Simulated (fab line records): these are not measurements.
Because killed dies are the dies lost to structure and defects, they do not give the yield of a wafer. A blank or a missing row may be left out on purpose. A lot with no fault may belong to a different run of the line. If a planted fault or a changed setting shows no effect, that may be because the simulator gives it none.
Which of the tools did it? -- flow n5 finfet -- 24 lots with 72 wafers sampled at 6 steps, on a route of 1938 steps

## WHAT EACH GAUGE READ, for each wafer
N5_BEOL_M13_CD_MEAS_10: target cd 190 nm. Usual: cd nm 189.7 nm, standard deviation 1.5.
lot,measured,on,cd nm (nm),flag
L076,day 11 15:55,cd sem-02,186.8 189.3 187.8,
L074,day 11 17:35,cd sem-03,189.4 189.0 189.6,
L075,day 11 18:18,cd sem-01,189.7 189.9 190.4,
L077,day 12 06:03,cd sem-02,190.8 190.7 190.9,
L078,day 12 06:05,cd sem-03,190.5 189.1 192.0,
L079,day 12 06:36,cd sem-01,189.5 191.2 187.7,
L081,day 12 22:33,cd sem-02,189.8 186.7 189.4,
L080,day 12 23:04,cd sem-01,191.5 192.4 192.0,
L082,day 13 06:17,cd sem-01,189.2 191.1 189.4,
L083,day 13 14:46,cd sem-02,191.0 190.9 189.8,
L084,day 13 18:10,cd sem-01,188.6 191.0 188.0,
L085,day 13 23:45,cd sem-01,191.7 191.0 190.6,
L087,day 14 14:08,cd sem-02,191.9 192.8 192.1,
L089,day 15 03:49,cd sem-02,186.9 186.8 188.9,
L088,day 15 04:28,cd sem-03,189.6 192.5 188.2,
L086,day 15 05:05,cd sem-02,189.9 190.4 189.9,
L090,day 15 17:40,cd sem-03,188.8 190.8 188.6,
L091,day 16 15:57,cd sem-03,189.0 187.4 188.0,
L093,day 17 01:04,cd sem-02,189.3 188.7 190.5,
L092,day 16 22:29,cd sem-01,190.3 188.2 188.6,
L094,day 17 01:36,cd sem-03,187.4 188.7 188.2,
L095,day 18 02:19,cd sem-02,191.9 191.9 191.8,
L096,day 18 02:29,cd sem-02,191.1 188.5 189.1,
L097,day 18 02:59,cd sem-02,191.2 189.4 189.1,

N5_BEOL_M14_CD_MEAS_10: target cd 250 nm. Usual: cd nm 250.3 nm, standard deviation 1.8.
lot,measured,on,cd nm (nm),flag
L076,day 11 20:11,cd sem-01,248.5 250.0 253.5,
L074,day 11 21:54,cd sem-03,250.7 248.5 252.5,
L075,day 11 22:18,cd sem-02,252.3 250.3 249.1,
L077,day 12 11:50,cd sem-01,248.7 252.9 251.8,
L078,day 13 05:16,cd sem-03,252.8 253.5 250.0,
L079,day 13 04:12,cd sem-02,250.4 251.5 252.6,
L081,day 13 07:05,cd sem-01,252.3 254.2 253.0,
L080,day 13 07:47,cd sem-02,249.0 248.4 249.4,
L082,day 13 11:35,cd sem-03,248.7 249.7 250.0,
L083,day 13 23:07,cd sem-01,250.8 248.8 251.7,
L084,day 14 00:02,cd sem-01,251.8 249.9 251.2,
L085,day 14 05:25,cd sem-02,249.9 248.4 246.8,
L087,day 14 19:31,cd sem-02,249.7 249.0 247.5,
L089,day 15 08:32,cd sem-01,248.3 251.6 249.7,
L088,day 15 09:44,cd sem-02,251.1 251.0 252.2,
L086,day 15 10:29,cd sem-01,252.7 253.7 252.2,
L090,day 15 23:23,cd sem-02,249.4 252.0 249.8,
L091,day 16 22:53,cd sem-03,248.4 250.7 250.1,
L093,day 17 07:39,cd sem-03,248.9 250.3 248.2,
L092,day 17 08:25,cd sem-02,249.2 247.9 248.4,
L094,day 17 06:16,cd sem-02,248.5 250.1 253.0,
L095,day 18 07:29,cd sem-02,250.1 250.2 249.4,
L096,day 18 12:59,cd sem-02,248.0 245.2 253.4,
L097,day 18 13:26,cd sem-02,249.6 252.4 250.4,

## EACH LOT AND THE TOOL THAT RAN IT (in order: tool; ch and the chambers of the sampled wafers; start)
lot,N5_BEOL_M11_ETCH_65,N5_BEOL_M11_STRIP_77,N5_BEOL_M12_DESCUM_33,N5_BEOL_M12_SPUTTER_43
L076,"rie diel-02 ch 2,3, day 11 05:38","rie diel-02 ch 2,3, day 11 12:10 or earlier","rie diel-04 ch 1,2, day 11 12:10","pvd sputter-01, day 11 13:08"
L074,"rie diel-03 ch 0,1,2, day 11 05:57","rie diel-03 ch 0,1,2, day 11 12:40 or earlier","rie diel-04 ch 1,3, day 11 12:40","pvd sputter-01, day 11 13:41"
L075,"rie diel-02 ch 1,2, day 11 09:05","rie diel-02 ch 1,2, day 11 14:11 or earlier","rie diel-06 ch 1,2, day 11 14:11","pvd sputter-02, day 11 15:16"
L077,"rie diel-02 ch 2,3, day 11 20:55","rie diel-02 ch 2,3, day 12 02:13 or earlier","rie diel-05 ch 1,2,3, day 12 02:13","pvd sputter-03, day 12 04:14"
L078,"rie diel-03 ch 1,2, day 11 21:26","rie diel-03 ch 1,2, day 12 03:16 or earlier","rie diel-06 ch 1,2,3, day 12 03:16","pvd sputter-01, day 12 04:18"
L079,"rie diel-01 ch 1,3, day 11 21:37","rie diel-01 ch 1,3, day 12 03:53 or earlier","rie diel-05 ch 1,2,3, day 12 03:53","pvd sputter-03, day 12 04:56"
L081,"rie diel-02 ch 0,1,3, day 12 06:08","rie diel-02 ch 0,1,3, day 12 12:01 or earlier","rie diel-04 ch 0,2, day 12 12:01","pvd sputter-02, day 12 20:46"
L080,"rie diel-03 ch 1,2,3, day 12 10:36","rie diel-03 ch 1,2,3, day 12 19:44 or earlier","rie diel-04 ch 0,1, day 12 19:44","pvd sputter-02, day 12 21:17"
L082,"rie diel-02 ch 2,3, day 12 16:35","rie diel-02 ch 2,3, day 12 21:50 or earlier","rie diel-05 ch 0,2, day 12 21:50","pvd sputter-02, day 13 04:31"
L083,"rie diel-02 ch 0,3, day 13 00:38","rie diel-02 ch 0,3, day 13 05:54 or earlier","rie diel-06 ch 0,1,2, day 13 05:54","pvd sputter-02, day 13 13:06"
L084,"rie diel-02 ch 1,2,3, day 13 08:52","rie diel-02 ch 1,2,3, day 13 13:52 or earlier","rie diel-06 ch 0,2,3, day 13 13:52","pvd sputter-01, day 13 16:23"
L085,"rie diel-02 ch 1,2, day 13 11:53","rie diel-02 ch 1,2, day 13 16:30 or earlier","rie diel-04 ch 0,1,3, day 13 16:30","pvd sputter-02, day 13 21:30"
L087,"rie diel-02 ch 0,1,2, day 14 01:55","rie diel-02 ch 0,1,2, day 14 07:50 or earlier","rie diel-05 ch 0,1,3, day 14 07:50","pvd sputter-03, day 14 12:29"
L089,"rie diel-03 ch 0,1,3, day 14 15:38","rie diel-03 ch 0,1,3, day 14 23:16 or earlier","rie diel-04 ch 0,2,3, day 14 23:16","pvd sputter-02, day 15 01:37"
L088,"rie diel-01 ch 0,1,3, day 14 19:17","rie diel-01 ch 0,1,3, day 15 00:30 or earlier","rie diel-04 ch 1,2, day 15 00:30","pvd sputter-03, day 15 01:39"
L086,"rie diel-03 ch 0,2,3, day 14 19:38","rie diel-03 ch 0,2,3, day 15 01:35 or earlier","rie diel-05 ch 0,3, day 15 01:35","pvd sputter-03, day 15 02:31"
L090,"rie diel-02 ch 2,3, day 15 00:43","rie diel-02 ch 2,3, day 15 08:15 or earlier","rie diel-05 ch 0,1,3, day 15 08:15","pvd sputter-02, day 15 15:18"
L091,"rie diel-01 ch 0,3, day 16 08:09","rie diel-01 ch 0,3, day 16 12:53 or earlier","rie diel-04 ch 0,1, day 16 12:53","pvd sputter-02, day 16 14:16"
L093,"rie diel-03 ch 0,1, day 16 13:19","rie diel-03 ch 0,1, day 16 18:06 or earlier","rie diel-04 ch 1,2, day 16 18:06","pvd sputter-02, day 16 23:06"
L092,"rie diel-02 ch 0,1, day 16 13:22","rie diel-02 ch 0,1, day 16 17:38 or earlier","rie diel-05 ch 0,3, day 16 17:38","pvd sputter-01, day 16 20:50"
L094,"rie diel-03 ch 1,2,3, day 16 15:04","rie diel-03 ch 1,2,3, day 16 22:48 or earlier","rie diel-05 ch 1,2,3, day 16 22:48","pvd sputter-03, day 16 23:49"
L095,"rie diel-02 ch 0,1,2, day 17 14:20","rie diel-02 ch 0,1,2, day 17 20:44 or earlier","rie diel-04 ch 2,3, day 17 20:44","pvd sputter-02, day 18 00:15"
L096,"rie diel-03 ch 0,1,3, day 17 14:48","rie diel-03 ch 0,1,3, day 17 21:25 or earlier","rie diel-06 ch 0,1,3, day 17 21:25","pvd sputter-02, day 18 00:39"
L097,"rie diel-03 ch 0,1,2, day 17 17:36","rie diel-03 ch 0,1,2, day 17 22:13 or earlier","rie diel-05 ch 0,1,3, day 17 22:13","pvd sputter-01, day 18 01:04"
- N5_BEOL_M11_ETCH_65: etches SiARC in CF4, target depth 39 nm, time 65 s.
- N5_BEOL_M11_STRIP_77: strips in N2/H2, time 10 s.
- N5_BEOL_M12_DESCUM_33: chemistry O2, time 7.9 s.
- N5_BEOL_M12_SPUTTER_43: material TaN, target thk 15 nm, time 24.19 s.

## WHAT THE TOOLS THEMSELVES READ (means of the sampled wafers that have a number; where no wafer has one, the mark that the record gives instead)
N5_BEOL_M11_ETCH_65. Usual: drypump motor current A 5.9 A, standard deviation 0.52; etch rf on time s 64.5 s, standard deviation 1.2; oes product au 0.67 a.u., standard deviation 0.082; rf vpp V 183.9 V, standard deviation 1.2; showerhead plenum p Torr 2.13 Torr, standard deviation 0.068; throttle valve pct 15.63 %, standard deviation 0.29.
lot,tool,drypump motor current A (A),etch rf on time s (s),oes product au (a.u.),rf vpp V (V),showerhead plenum p Torr (Torr),throttle valve pct (%),flag
L076,rie diel-02,6.3,65.1,0.72,183.4,2.08,15.65,
L074,rie diel-03,5.6,64.9,0.63,184.4,2.16,15.69,
L075,rie diel-02,5.6,64.9,0.65,183.0,2.06,15.86,
L077,rie diel-02,6.3,65.4,0.72,183.2,2.08,15.66,
L078,rie diel-03,5.9,65.2,0.61,184.1,2.16,15.73,
L079,rie diel-01,5.5,62.8,0.77,183.8,2.16,15.17,
L081,rie diel-02,5.7,64.9,0.64,182.6,2.06,15.72,
L080,rie diel-03,6.2,65.0,0.65,184.2,2.17,15.67,
L082,rie diel-02,6.3,65.6,0.64,183.7,2.05,15.74,
L083,rie diel-02,6.0,65.8,0.63,182.8,2.05,15.66,
L084,rie diel-02,5.9,65.3,0.64,182.6,2.05,15.80,
L085,rie diel-02,6.0,64.0,0.70,183.8,2.08,15.75,
L087,rie diel-02,5.7,63.9,0.70,182.7,2.07,15.68,
L089,rie diel-03,5.8,64.7,0.64,184.0,2.17,15.66,
L088,rie diel-01,5.9,63.2,0.71,183.6,2.16,15.29,
L086,rie diel-03,5.7,64.7,0.65,182.9,2.14,15.48,
L090,rie diel-02,6.3,64.7,0.76,185.5,2.15,15.55,
L091,rie diel-01,6.1,64.7,0.68,183.7,2.13,15.42,
L093,rie diel-03,5.3,64.8,0.61,184.3,2.15,15.71,
L092,rie diel-02,5.5,63.0,0.76,184.6,2.15,15.44,
L094,rie diel-03,6.1,65.0,0.63,184.7,2.16,15.72,
L095,rie diel-02,5.7,63.6,0.75,183.8,2.14,15.54,
L096,rie diel-03,5.9,64.0,0.64,184.3,2.16,15.70,
L097,rie diel-03,5.6,64.9,0.60,184.4,2.15,15.76,

N5_BEOL_M11_STRIP_77. Usual: drypump motor current A 5.9 A, standard deviation 0.52; oes product au 0.78 a.u., standard deviation 0.094; rf vpp V 59.1 V, standard deviation 0.86; showerhead plenum p Torr 2.52 Torr, standard deviation 0.087; throttle valve pct 23.7 %, standard deviation 0.33.
lot,tool,drypump motor current A (A),oes product au (a.u.),rf vpp V (V),showerhead plenum p Torr (Torr),throttle valve pct (%),flag
L076,rie diel-02,6.3,0.85,57.8,2.46,23.7,
L074,rie diel-03,5.6,0.74,58.9,2.56,23.7,
L075,rie diel-02,5.6,0.77,58.9,2.43,23.9,
L077,rie diel-02,6.3,0.83,58.0,2.46,23.7,
L078,rie diel-03,5.9,0.72,59.5,2.57,23.7,
L079,rie diel-01,5.5,0.90,59.0,2.54,23.0,
L081,rie diel-02,5.7,0.75,59.0,2.43,23.8,
L080,rie diel-03,6.2,0.76,58.5,2.58,23.7,
L082,rie diel-02,6.3,0.74,58.7,2.43,23.9,
L083,rie diel-02,6.0,0.74,59.0,2.43,23.9,
L084,rie diel-02,5.9,0.75,58.7,2.43,23.9,
L085,rie diel-02,6.0,0.83,58.8,2.45,23.8,
L087,rie diel-02,5.7,0.82,58.7,2.44,23.7,
L089,rie diel-03,5.9,0.76,59.7,2.57,23.7,
L088,rie diel-01,5.9,0.82,58.7,2.56,23.2,
L086,rie diel-03,5.8,0.76,59.2,2.54,23.5,
L090,rie diel-02,6.4,0.88,59.1,2.55,23.6,
L091,rie diel-01,6.1,0.79,58.7,2.51,23.2,
L093,rie diel-03,5.3,0.72,59.6,2.54,23.7,
L092,rie diel-02,5.5,0.90,59.7,2.54,23.4,
L094,rie diel-03,6.2,0.73,58.9,2.57,23.7,
L095,rie diel-02,5.7,0.88,59.5,2.54,23.5,
L096,rie diel-03,5.9,0.74,58.7,2.56,23.7,
L097,rie diel-03,5.6,0.70,59.1,2.55,23.7,

N5_BEOL_M12_DESCUM_33. Usual: drypump motor current A 5.6 A, standard deviation 0.47; oes product au 0.79 a.u., standard deviation 0.082; rf vpp V 243.2 V, standard deviation 1.4; showerhead plenum p Torr 2.09 Torr, standard deviation 0.077; throttle valve pct 20.41 %, standard deviation 0.25.
lot,tool,drypump motor current A (A),oes product au (a.u.),rf vpp V (V),showerhead plenum p Torr (Torr),throttle valve pct (%),flag
L076,rie diel-04,5.9,0.73,245.2,2.14,20.33,
L074,rie diel-04,5.8,0.72,243.0,2.04,20.46,
L075,rie diel-06,5.5,0.82,242.2,2.02,20.31,
L077,rie diel-05,5.3,0.92,244.6,2.17,20.33,
L078,rie diel-06,5.6,0.81,243.1,2.09,20.40,
L079,rie diel-05,5.3,0.91,244.4,2.17,20.33,
L081,rie diel-04,5.1,0.78,243.2,2.10,20.33,
L080,rie diel-04,5.5,0.73,243.5,2.13,20.20,
L082,rie diel-05,5.6,0.82,244.1,2.13,20.15,
L083,rie diel-06,5.5,0.85,242.4,2.09,20.29,
L084,rie diel-06,5.6,0.85,243.2,2.15,20.36,
L085,rie diel-04,5.5,0.73,243.0,2.07,20.35,
L087,rie diel-05,5.7,0.83,243.7,2.09,20.50,
L089,rie diel-04,5.4,0.75,243.3,2.06,20.51,
L088,rie diel-04,5.9,0.71,242.8,2.13,20.36,
L086,rie diel-05,6.1,0.76,242.5,2.03,20.44,
L090,rie diel-05,5.7,0.82,242.7,2.08,20.51,
L091,rie diel-04,5.1,0.73,242.8,2.10,20.24,
L093,rie diel-04,5.9,0.70,243.4,2.13,20.39,
L092,rie diel-05,5.8,0.81,243.0,2.08,20.45,
L094,rie diel-05,5.3,0.85,243.8,2.16,20.38,
L095,rie diel-04,5.8,0.71,242.3,2.01,20.70,
L096,rie diel-06,5.9,0.75,242.3,2.12,20.61,
L097,rie diel-05,5.7,0.79,242.5,2.08,20.55,

N5_BEOL_M12_SPUTTER_43. Usual: throttle valve pct 30.0 %, standard deviation 1.1.
lot,tool,throttle valve pct (%),flag
L076,pvd sputter-01,31.2,
L074,pvd sputter-01,31.2,
L075,pvd sputter-02,28.9,
L077,pvd sputter-03,30.2,
L078,pvd sputter-01,31.1,
L079,pvd sputter-03,30.0,
L081,pvd sputter-02,29.4,
L080,pvd sputter-02,29.0,
L082,pvd sputter-02,28.9,
L083,pvd sputter-02,29.2,
L084,pvd sputter-01,31.3,
L085,pvd sputter-02,29.4,
L087,pvd sputter-03,31.3,
L089,pvd sputter-02,29.0,
L088,pvd sputter-03,30.1,
L086,pvd sputter-03,32.1,
L090,pvd sputter-02,29.2,
L091,pvd sputter-02,29.3,
L093,pvd sputter-02,29.3,
L092,pvd sputter-01,31.3,
L094,pvd sputter-03,31.2,
L095,pvd sputter-02,29.2,
L096,pvd sputter-02,29.4,
L097,pvd sputter-01,30.7,

## THE ANSWER, worked out from the rows above alone
Rule: a lot counts as off when the mean over its wafers that have a number is more than 3 standard deviations away from the usual mean. A lot without any number at a reading at which 4 lots or more have one is off too. Where the step has rows for the other lots, those lots are counted as sound. Order of review: gauges by route order, followed by the tools' own readings, for which a lot's mean as printed above is used. The first step at which some lot is off is used, and at that step the reading that is off furthest; a lot without a number counts as furthest.
Nothing can be told from this: no lot is off at any reading shown.

## WHAT THE SIMULATOR HAD PUT IN
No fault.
